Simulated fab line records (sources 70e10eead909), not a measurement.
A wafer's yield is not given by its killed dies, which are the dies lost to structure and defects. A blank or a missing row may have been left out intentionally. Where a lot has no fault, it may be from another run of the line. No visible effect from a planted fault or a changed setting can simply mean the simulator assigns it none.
What tool caused it? || flow nand-harc || Sampling: 6 lots, 18 wafers, 4 of 1302 route steps

== WHAT THE GAUGES READ, wafer by wafer ==
NHARC_P_GATE_CD_MEAS_59 targets a cd of 720 nm.
{"lot": "L163", "measured": "day 5 22:17", "on": "cd-sem-02", "cd-nm (nm)": "721.4 720.7 717.1"}
{"lot": "L165", "measured": "day 6 21:24", "on": "cd-sem-02", "cd-nm (nm)": "729.0 732.3 733.3"}
{"lot": "L174", "measured": "day 10 12:31", "on": "cd-sem-03", "cd-nm (nm)": "720.8 718.0 720.9"}
{"lot": "L176", "measured": "day 11 21:13", "on": "cd-sem-03", "cd-nm (nm)": "718.7 715.6 721.0"}
{"lot": "L179", "measured": "day 12 16:50", "on": "cd-sem-03", "cd-nm (nm)": "723.2 717.7 720.3"}
{"lot": "L183", "measured": "day 14 07:44", "on": "cd-sem-03", "cd-nm (nm)": "715.7 719.9 723.3"}

== EACH LOT AND THE TOOL THAT RAN IT (in order: tool; ch and the chambers of the sampled wafers; start) ==
{"lot": "L163", "NHARC_P_GATE_HM_DEP_102": "acl-dep-01 ch 0, day 5 07:16", "NHARC_P_GATE_STRIP_108": "rie-diel-10 ch 0,1,2, day 5 09:26", "NHARC_P_GATE_EXPOSE_56": "krf-scanner-04 ch 0, day 5 22:07"}
{"lot": "L165", "NHARC_P_GATE_HM_DEP_102": "acl-dep-02 ch 0, day 6 04:10", "NHARC_P_GATE_STRIP_108": "rie-diel-12 ch 0,3, day 6 06:20", "NHARC_P_GATE_EXPOSE_56": "krf-scanner-02 ch 0, day 6 21:14"}
{"lot": "L174", "NHARC_P_GATE_HM_DEP_102": "acl-dep-01 ch 0, day 9 18:28", "NHARC_P_GATE_STRIP_108": "rie-diel-04 ch 0,1, day 9 20:24", "NHARC_P_GATE_EXPOSE_56": "krf-scanner-03 ch 0, day 10 12:22"}
{"lot": "L176", "NHARC_P_GATE_HM_DEP_102": "acl-dep-01 ch 0, day 11 04:08", "NHARC_P_GATE_STRIP_108": "rie-diel-04 ch 2,3, day 11 06:04", "NHARC_P_GATE_EXPOSE_56": "krf-scanner-03 ch 0, day 11 21:04"}
{"lot": "L179", "NHARC_P_GATE_HM_DEP_102": "acl-dep-02 ch 0, day 12 01:58", "NHARC_P_GATE_STRIP_108": "rie-diel-12 ch 0,1,3, day 12 03:55", "NHARC_P_GATE_EXPOSE_56": "krf-scanner-04 ch 0, day 12 16:41"}
{"lot": "L183", "NHARC_P_GATE_HM_DEP_102": "acl-dep-02 ch 0, day 13 16:52", "NHARC_P_GATE_STRIP_108": "rie-diel-12 ch 1,2,3, day 13 18:59", "NHARC_P_GATE_EXPOSE_56": "krf-scanner-03 ch 0, day 14 07:35"}
- NHARC_P_GATE_HM_DEP_102: deposits aC, target thk 120 nm.
- NHARC_P_GATE_STRIP_108: strips in O2.
- NHARC_P_GATE_EXPOSE_56: exposes mask P PSD, target cd 720 nm.

== THE ANSWER, worked out from the rows above alone ==
Rule: what is usual is taken from the lots themselves. Put in order of their means at a reading, lots are off if they are a third of the lots or fewer, leave a main group of 4 or more, and stand apart from it by a gap of 3 or more times the standard deviation of the main group's means; of several such gaps the widest counts. A main group is skipped when, at the precision printed for the reading in the tables above, its means are all equal. Also off: a lot with no number at a reading for which 4 or more lots have one. Any other lot the step has rows for is counted as sound.
Off, at NHARC_P_GATE_CD_MEAS_59 on cd-nm: L165. For the main group the mean is 719.6 nm and the standard deviation 0.65.
If a tool, at a process step before that reading, ran all the lots that are off and no sound lot after the first of them, it fits. Those tools and the gauges at NHARC_P_GATE_CD_MEAS_59 are tried in the same way. Can't be told from this: 2 tools fit, krf-scanner-02 at NHARC_P_GATE_EXPOSE_56, cd-sem-02 at NHARC_P_GATE_CD_MEAS_59.

== WHAT WAS PUT IN BY THE SIMULATOR ==
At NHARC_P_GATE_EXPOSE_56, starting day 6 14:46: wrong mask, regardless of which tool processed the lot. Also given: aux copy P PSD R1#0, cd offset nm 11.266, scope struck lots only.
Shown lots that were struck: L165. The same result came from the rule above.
